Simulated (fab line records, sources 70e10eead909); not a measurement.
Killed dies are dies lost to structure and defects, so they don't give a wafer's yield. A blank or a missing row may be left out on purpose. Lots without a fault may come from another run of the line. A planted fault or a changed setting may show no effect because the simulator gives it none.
Chamber matching | flow nand_harc | NHARC_P_BONDPAD_ACTIVATE_29 on rie_diel-04: 4 sister chambers
The step chemistry N2, time 60 s. 4 wafers are shown with their chamber, then 9 later ones without.

WAFERS WITH THEIR CHAMBER
wafer  | chamber | showerhead_plenum_p_Torr (Torr)
L101.3 | 3       | 1.74
L101.6 | 1       | 1.88
L105.2 | 0       | 1.89
L105.5 | 2       | 1.91

WAFERS WITHOUT THEIR CHAMBER
wafer  | showerhead_plenum_p_Torr (Torr)
L103.1 | 1.88
L103.2 | 1.90
L103.5 | 1.91
L106.3 | 1.90
L106.4 | 1.88
L106.6 | 1.89
L108.1 | 1.74
L108.4 | 1.89
L108.5 | 1.89

WHICH CHAMBER EACH WENT THROUGH
wafer  | from the rows above     | in truth
L103.1 | 1                       | 1
L103.2 | can't be placed: 0 or 2 | 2
L103.5 | 2                       | 2
L106.3 | can't be placed: 0 or 2 | 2
L106.4 | 1                       | 1
L106.6 | 0                       | 0
L108.1 | 3                       | 3
L108.4 | 0                       | 0
L108.5 | 0                       | 0
Placed correctly: 7 of 9. Can't be placed from these rows: 2 (the true chamber is among the candidates in 2). Placed wrongly: 0.
How it was worked out, from the rows above alone: a wafer's distance from a chamber is the root of the sum, over the readings, of the square of ((its reading less the chamber's mean) divided by the reading's scatter). The wafer belongs to the nearest chamber; if the next one is less than 2 further off, it can't be placed. A chamber's mean is the mean of its shown wafers. The scatter: with one shown wafer a chamber, the root of the mean of the squares of how far each hidden wafer lies from its nearest shown one.
